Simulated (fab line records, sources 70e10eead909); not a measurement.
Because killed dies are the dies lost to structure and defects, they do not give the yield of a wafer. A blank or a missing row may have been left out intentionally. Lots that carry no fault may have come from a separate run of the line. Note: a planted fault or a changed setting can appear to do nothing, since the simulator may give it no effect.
Struck lot and sound lot, side by side ; flow nand harc ; 18 steps out of a route of 1302
Sound: the wafers L974.3, L974.4, L974.6. Struck: wafers L988.1, L988.2, L988.4. The cause comes at the end.
Each step with rows lists, per side, the tool, then ch with its chambers, then its first start. Under that, the readings that differ: sound wafers ; struck wafers ; difference of the means ; sigmas: that difference in standard deviations of wafers without a fault.
alike: a reading whose means differ by less than 2 such deviations, as well as words and numbers matching on both sides. not compared: withheld readings; readings where some wafer has no value; bounds like >300 that might hide an equal value; numbers whose values overlap and for which the record gives no deviation.
A row with sigmas, a row that says differs or no value, or rows on one side alone: a step with any of these is where the two part. Non-overlapping numbers with no deviation appear without sigmas and do not part them. A reading missing from all wafers of one side parts the sides only when that side holds two or more wafers.

first, 1 step without rows for these wafers: NHARC_P_BONDPAD_ETCH_37 (etches the open film in N2/H2, target depth 60 nm, overetch 18 nm, time 65.91 s).
NHARC_P_BONDPAD_ETCH_12: etches the open film in CHF3/O2, target depth 200 nm, time 100 s.
  sound on rie diel-08 ch 1,2,3; struck on rie diel-08 ch 0,2,3
  alike: drypump motor current A, oes product au, rf vpp V, showerhead plenum p Torr, throttle valve pct
  not compared: rf hours counter h
NHARC_P_BONDPAD_CD_MEAS_13:
  struck on cd sem-03, day 13 19:55; sound on cd sem-03, day 8 09:55
  alike: cd nm
then, 1 step without rows for these wafers: NHARC_P_BONDPAD_STRIP_15 (strips in O2).
NHARC_P_BONDPAD_ETCH_24: etches the open film in CF4/N2, target depth 30 nm, time 72.99 s.
  sound on rie diel-05 ch 0,1,3; struck on rie diel-11 ch 2,3, day 13 20:11
  alike: drypump motor current A, oes product au, rf vpp V, showerhead plenum p Torr, throttle valve pct
  not compared: rf hours counter h
then, 1 step without rows for these wafers: NHARC_P_BONDPAD_STRIP_16 (strips in post etch residue remover, time 600 s).
NHARC_P_BONDPAD_DEGAS_25: time 60 s.
  struck on pvd sputter-01, day 13 20:35; sound on pvd sputter-02, day 8 10:32
  alike: heater power w, susceptor temp C
then, 4 steps without rows for these wafers: NHARC_P_BONDPAD_PRE_CLEAN_26 (time 30 s); NHARC_P_BONDPAD_PVD_17 (deposits TaN, target thk 5 nm, time 8.06 s); NHARC_P_BONDPAD_PVD_27 (deposits Cu, target thk 30 nm, time 20.49 s); NHARC_P_BONDPAD_ECD_18 (material Cu, target thk 400 nm).
NHARC_P_BONDPAD_ANNEAL_28: time 90 s.
  sound on rtp anneal-02 ch 0, day 8 11:23; struck on rtp anneal-02 ch 0, day 13 21:20
  alike: wafer_temp_C_max
NHARC_P_BONDPAD_CMP_19: polishes, t overpolish 30 s, cu recess touch 16 s, target thk 160.81 nm.
  sound on cmp-02 ch 1,3, day 8 11:40; struck on cmp-01 ch 0,2,3, day 13 21:40
  no value came back on the struck wafers for cu recess touch s (s), edge zone pressure frac, motor current A (A), overpolish run s (s); on the sound wafers cu recess touch s (s) reads 16 16 16
NHARC_P_BONDPAD_THK_MEAS_20: measures by xrf.
  struck on film metro-01, day 13 21:59; sound on film metro-01, day 8 11:57
reading;sound;struck;difference;sigmas
thk nm (nm);163.1 162.3 161.0;403.9 396.7 398.6;+237.6;+99 or more
then, 1 step without rows for these wafers: NHARC_P_BONDPAD_SRD_21 (time 30 s, dry time 20 s).
NHARC_P_BONDPAD_INSPECT_23:
  struck on defect inspect-02, day 13 22:13; sound on defect inspect-02, day 8 12:09
reading;sound;struck;difference;sigmas
raw defect count;242 240 262;6098 6052 5980;+5795;+53
NHARC_P_BONDPAD_ACTIVATE_29: chemistry N2, time 60 s.
  sound on rie diel-05 ch 0,1,3, day 8 12:13; struck on rie diel-05 ch 1,2,3, day 13 22:17
  alike: drypump motor current A, oes product au, rf vpp V, showerhead plenum p Torr
  not compared: rf hours counter h
-- the record jumps here: 17 days lie between the struck wafers' starts before and after (it left off in module P_BONDPAD and takes up again in module END, whose first step shown is number 1302 of the route) --
NHARC_END_SORT_01:
  sound on prober-01 ch 0, day 26 20:50; struck on prober-02 ch 0, day 30 23:24
reading;sound;struck;difference;sigmas
defect limited yield (%);86.0 87.6 87.6;0 0 0;-87;-32
killed at periphery;3 7 4;624 602 608;+607;+99 or more
killed dies;95 84 84;677 677 677;+589;+33
sort_bin_3_pct (%);1.8 0.4 0.9;92.2 90.0 90.5;+89.9;+99 or more
sort n pass;582 593 593;0 0 0;-589;-33
sort rim yield pct (%);85 85 85;0 0 0;-85;-19
sort yield pct (%);86.0 87.6 87.6;0 0 0;-87;-32
  alike: killed at array, killed at other, killed open, killed short, sort_bin_2_pct, sort_bin_4_pct

WHERE THEY PART
Last at NHARC_END_SORT_01 as far as this record goes, first at NHARC_P_BONDPAD_CMP_19.

WHY: what the simulator had put in
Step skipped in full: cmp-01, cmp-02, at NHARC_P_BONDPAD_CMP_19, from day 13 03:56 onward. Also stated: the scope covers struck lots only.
